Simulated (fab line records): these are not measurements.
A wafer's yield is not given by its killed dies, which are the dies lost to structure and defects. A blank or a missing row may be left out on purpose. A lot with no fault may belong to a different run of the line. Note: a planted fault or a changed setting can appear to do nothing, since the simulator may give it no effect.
Split-lot experiment | flow n5_finfet | on a route of 1938 steps: 7 lots, 21 wafers read

## THE SPLIT
At N5_SDB_ETCH_18 (etches SOC in N2/H2, target depth 100 nm, overetch 20 nm, time 150 s), the setting source_w was moved away from the recipe's 840 W on 7 of the 21 wafers read, by -11.4% to +4.9%. For the rest of the wafers, this setting stayed at what the recipe calls for.

The reading comes from the split's own step.

## THE READING
rf_vpp_V, in V, at N5_SDB_ETCH_18 (etches SOC in N2/H2, target depth 100 nm, overetch 20 nm, time 150 s). Typical for fault-free wafers on this fab line: 524.4 V, with standard deviation 1.9 V.

wafer  | tool, chamber at the split | source_w as run, W | against the recipe | rf_vpp_V, V | against lot-mates on the recipe
L075.1 | rie_diel-04, 3             | 840                | recipe             | 525.3       | -
L075.3 | rie_diel-04, 1             | 840                | recipe             | 522.5       | -
L075.4 | rie_diel-04, 2             | 840                | recipe             | 524.2       | -
L077.2 | rie_diel-05, 3             | 840                | recipe             | 521.1       | -
L077.4 | rie_diel-05, 0             | 780.7              | -7.1%              | 540.1       | +15.9
L077.6 | rie_diel-05, 0             | 840                | recipe             | 527.4       | -
L084.1 | rie_diel-01, 1             | 840                | recipe             | 524.4       | -
L084.2 | rie_diel-01, 0             | 743.9              | -11.4%             | 542.3       | +17.9
L084.3 | rie_diel-01, 2             | 743.9              | -11.4%             | 547.9       | +23.5
L088.2 | rie_diel-04, 2             | 840                | recipe             | 523.0       | -
L088.3 | rie_diel-04, 0             | 840                | recipe             | 525.5       | -
L088.6 | rie_diel-04, 2             | 840                | recipe             | 524.1       | -
L089.1 | rie_diel-01, 3             | 881.3              | +4.9%              | 515.9       | -7.6
L089.5 | rie_diel-01, 1             | 840                | recipe             | 523.5       | -
L089.6 | rie_diel-01, 0             | 881.3              | +4.9%              | 514.7       | -8.8
L091.1 | rie_diel-01, 2             | 840                | recipe             | 526.0       | -
L091.2 | rie_diel-01, 1             | 840                | recipe             | 523.6       | -
L091.3 | rie_diel-01, 0             | 840                | recipe             | 523.7       | -
L092.1 | rie_diel-05, 2             | 840                | recipe             | 526.9       | -
L092.2 | rie_diel-05, 1             | 793                | -5.6%              | 534.9       | +8.0
L092.3 | rie_diel-05, 0             | 793                | -5.6%              | 540.0       | +13.1

FIT RESULTS
A straight line over all 21 wafers: rf_vpp_V changes by -1.93 V for each +1% of source_w; r = -0.97; the points scatter about the line by 2.1 V.
The same after taking each lot's own level away (the mean of its wafers on the recipe; 21 wafers): -1.84 V for each +1%; r = -0.97; scatter 1.9 V.
Per that fit: largest source_w move, reading shift of 21 V.
The span of the lots' own levels, 523.50 to 526.90 V, comes to 1.8 times the standard deviation stated above.
So the lot-to-lot level changes the slope little: the two slopes agree.
Check: for one of the wafers moved furthest among these (-11.4%), held out of the fit, the line's prediction against its lot-mates is +22.8 V. It came out at +17.9 V against them.
Tool readings at the split's step, against how far the setting was moved: rf_vpp_V r = -0.97.

## THESE WAFERS: OTHER SPLITS
Note: prior to the reading, these wafers also went through further splits. Each is held against what the fit with the lots' levels taken away leaves over:
other split on the same wafers | wafers away from the commonest value | r with rf_vpp_V (lot level and that fit taken away)
N5_SD_EPI_P_ETCH_36 bias_w     | 7                                    | +0.09

## THE FILE'S OWN FIT
rf_vpp_V changes by -1.89 V for each +1% of source_w, r = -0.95.
